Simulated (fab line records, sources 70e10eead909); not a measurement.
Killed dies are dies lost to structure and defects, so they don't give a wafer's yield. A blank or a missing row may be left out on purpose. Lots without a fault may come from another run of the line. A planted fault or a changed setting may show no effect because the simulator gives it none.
Chamber matching | flow nand_harc | NHARC_A_BONDPAD_ETCH_34 on rie_diel-12: 4 sister chambers
The step etches the open film in N2/H2, target depth 60 nm, overetch 18 nm, time 65.91 s. 18 wafers are shown with their chamber, then 9 later ones without.

WAFERS WITH THEIR CHAMBER
wafer  | chamber | drypump_motor_current_A (A) | rf_vpp_V (V) | oes_product_au (a.u.)
L074.2 | 1       | 6.6                         | 429.2        | 0.993
L074.5 | 1       | 6.6                         | 428.5        | 0.998
L074.6 | 0       | 5.4                         | 427.5        | 0.999
L076.1 | 3       | 5.4                         | 433.0        | 1.004
L076.3 | 2       | 6.3                         | 434.5        | 0.983
L076.5 | 2       | 6.3                         | 432.4        | 0.987
L076.2 | 1       | 6.6                         | 430.1        | 0.995
L076.4 | 0       | 5.4                         | 426.6        | 1.003
L076.6 | 3       | 5.3                         | 431.8        | 1.001
L079.1 | 3       | 5.4                         | 432.2        | 1.000
L079.2 | 2       | 6.3                         | 434.8        | 0.988
L079.4 | 1       | 6.6                         | 429.2        | 0.995
L080.1 | 1       | 6.6                         | 427.9        | 0.997
L080.2 | 2       | 6.3                         | 435.2        | 0.994
L080.5 | 1       | 6.6                         | 429.1        | 1.001
L084.1 | 2       | 6.3                         | 435.0        | 0.992
L084.2 | 1       | 6.6                         | 428.7        | 0.998
L084.3 | 3       | 5.3                         | 430.6        | 1.002

SIGNATURES (means of the wafers above)
reading                 | chamber 0 | chamber 1 | chamber 2 | chamber 3 | scatter within a chamber
drypump_motor_current_A | 5.400     | 6.600     | 6.300     | 5.350     | 0.0267
rf_vpp_V                | 427.050   | 428.957   | 434.380   | 431.900   | 0.903
oes_product_au          | 1.00100   | 0.99671   | 0.98880   | 1.00175   | 0.00308
Rule: a wafer's distance from a chamber is the root of the sum, over the readings, of the square of ((its reading less the chamber's mean) divided by the reading's scatter). The wafer belongs to the nearest chamber; if the next one is less than 2 further off, it can't be placed. The scatter: the root of (the sum of the squares of (reading less its chamber's mean) over the shown wafers, divided by (wafers less chambers)).

WAFERS WITHOUT THEIR CHAMBER
wafer  | drypump_motor_current_A (A) | rf_vpp_V (V) | oes_product_au (a.u.)
L084.4 | 5.5                         | 426.7        | 1.007
L084.5 | 5.4                         | 432.8        | 1.005
L084.6 | 6.3                         | 434.3        | 0.999
L088.1 | 5.3                         | 431.3        | 1.010
L088.2 | 5.5                         | 424.8        | 1.011
L088.4 | 6.6                         | 429.2        | 1.005
L091.1 | 6.6                         | 427.7        | 0.998
L091.5 | 5.3                         | 433.4        | 1.009
L091.6 | 6.3                         | 434.6        | 0.993

WHICH CHAMBER EACH WENT THROUGH
wafer  | from the rows above | in truth
L084.4 | 0                   | 0
L084.5 | 3                   | 3
L084.6 | 2                   | 2
L088.1 | 3                   | 3
L088.2 | 0                   | 0
L088.4 | 1                   | 1
L091.1 | 1                   | 1
L091.5 | 3                   | 3
L091.6 | 2                   | 2
Placed correctly: 9 of 9. Can't be placed from these rows: 0. Placed wrongly: 0.
